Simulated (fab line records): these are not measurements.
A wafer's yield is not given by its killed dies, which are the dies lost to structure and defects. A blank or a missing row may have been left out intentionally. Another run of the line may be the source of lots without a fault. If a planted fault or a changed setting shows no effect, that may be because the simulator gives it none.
Lot-split experiment	flow n5-finfet	route with 1938 steps; 7 lots, 21 wafers read

SPLIT DETAILS
At N5_BEOL_M4_COAT_67 (time 60 s, resist thk 60 nm), the setting spin-rpm was moved away from the recipe's 1500 rpm on 5 of the 21 wafers read, by -4.4% to +8.7%. All remaining wafers had this setting at the recipe value.

FROM THE SPLIT TO THE READING: what the file shows between them, 7 steps
- N5_BEOL_M4_COAT_68: time 60 s, resist thk 12 nm
- N5_BEOL_M4_COAT_76: time 60 s, resist thk 5 nm
- N5_BEOL_M4_ALD_98: deposits SiO2, target thk 2.5 nm, pulse time 1 s, co reactant pulse time 1 s
- N5_BEOL_M4_ETCHBACK_99: etches SiO2 in CHF3, target depth 5 nm, time 10.4 s
- N5_BEOL_M4_ETCH_70: etches SOC in N2/H2, target depth 80 nm, overetch 24 nm, time 130 s
- N5_BEOL_M4_STRIP_71: strips in N2/H2
- N5_BEOL_M4_STRIP_78: strips in N2/H2

THE READING
SOC_of_BEOL_M4_COAT_67.thk-nm (the simulator's own value, which no gauge read), in nm, at N5_BEOL_M4_VIA_ETCH_34 (etches the open film in C4F6/O2, target depth 69.4 nm, time 65.9 s). There is no usual value for it anywhere in the file. Average 51.7 nm, standard deviation 0.2 nm, over the 16 wafers here run with the recipe.

wafer	tool, chamber at the split	spin-rpm as run, rpm	against the recipe	SOC_of_BEOL_M4_COAT_67.thk-nm, nm	against lot-mates on the recipe
L077.1	litho-track-05, 0	1600	+6.7%	49.8	-2.1
L077.5	litho-track-05, 0	1500	recipe	52	-
L077.6	litho-track-05, 0	1500	recipe	51.8	-
L078.4	litho-track-05, 0	1500	recipe	51.4	-
L078.5	litho-track-05, 0	1500	recipe	51.6	-
L078.6	litho-track-05, 0	1631	+8.7%	49.2	-2.3
L080.1	litho-track-05, 0	1500	recipe	51.8	-
L080.5	litho-track-05, 0	1500	recipe	52	-
L080.6	litho-track-05, 0	1500	recipe	51.6	-
L083.4	litho-track-04, 0	1500	recipe	51.8	-
L083.5	litho-track-04, 0	1500	recipe	51.6	-
L083.6	litho-track-04, 0	1500	recipe	51.6	-
L084.2	litho-track-05, 0	1500	recipe	51.6	-
L084.4	litho-track-05, 0	1500	recipe	51.4	-
L084.6	litho-track-05, 0	1606	+7.1%	49.6	-1.9
L096.3	litho-track-04, 0	1500	recipe	51.8	-
L096.5	litho-track-04, 0	1500	recipe	52	-
L096.6	litho-track-04, 0	1500	recipe	52	-
L097.2	litho-track-05, 0	1434	-4.4%	52.8	+1.2
L097.4	litho-track-05, 0	1500	recipe	51.6	-
L097.5	litho-track-05, 0	1434	-4.4%	52.6	+1.0

FIT RESULTS
A straight line over all 21 wafers: SOC_of_BEOL_M4_COAT_67.thk-nm changes by -0.277 nm for each +1% of spin-rpm; r = -0.98; the points scatter about the line by 0.2 nm.
The same after taking each lot's own level away (the mean of its wafers on the recipe; 21 wafers): -0.272 nm for each +1%; r = -0.99; scatter 0.13 nm.
Per that fit: largest spin-rpm move, reading shift of 2.4 nm.
From 51.50 to 51.93 nm: that is the span of the lots' own levels, equal to 2.2 times the standard deviation above.
The two slopes are in agreement: the lot-to-lot level therefore moves the slope only a little.
Check: with one of the wafers moved furthest among these (+8.7%) left out of the fit, the line predicts -2.45 nm for it against its lot-mates. It came out at -2.3 nm against them.

THE WHOLE CHAIN: every reading that the file lists as answering this split, in the file's order
step	what it does	reading	change (the file's fit)	r (the file's)
N5_BEOL_M4_COAT_67	time 60 s, resist thk 60 nm	SOC_of_BEOL_M4_COAT_67.thk-nm (the simulator's own value, which no gauge read)	-0.287 nm for each +1% of the setting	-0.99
N5_BEOL_M4_ETCH_70	etches SOC in N2/H2, target depth 80 nm, overetch 24 nm, time 130 s	etch.depth-nm (the simulator's own value, which no gauge read)	-0.286 nm for each +1% of the setting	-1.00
N5_BEOL_M4_VIA_ETCH_34	etches the open film in C4F6/O2, target depth 69.4 nm, time 65.9 s	SOC_of_BEOL_M4_COAT_67.thk-nm (the simulator's own value, which no gauge read)	-0.276 nm for each +1% of the setting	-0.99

FILE'S OWN FIT
SOC_of_BEOL_M4_COAT_67.thk-nm changes by -0.276 nm for each +1% of spin-rpm, r = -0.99.
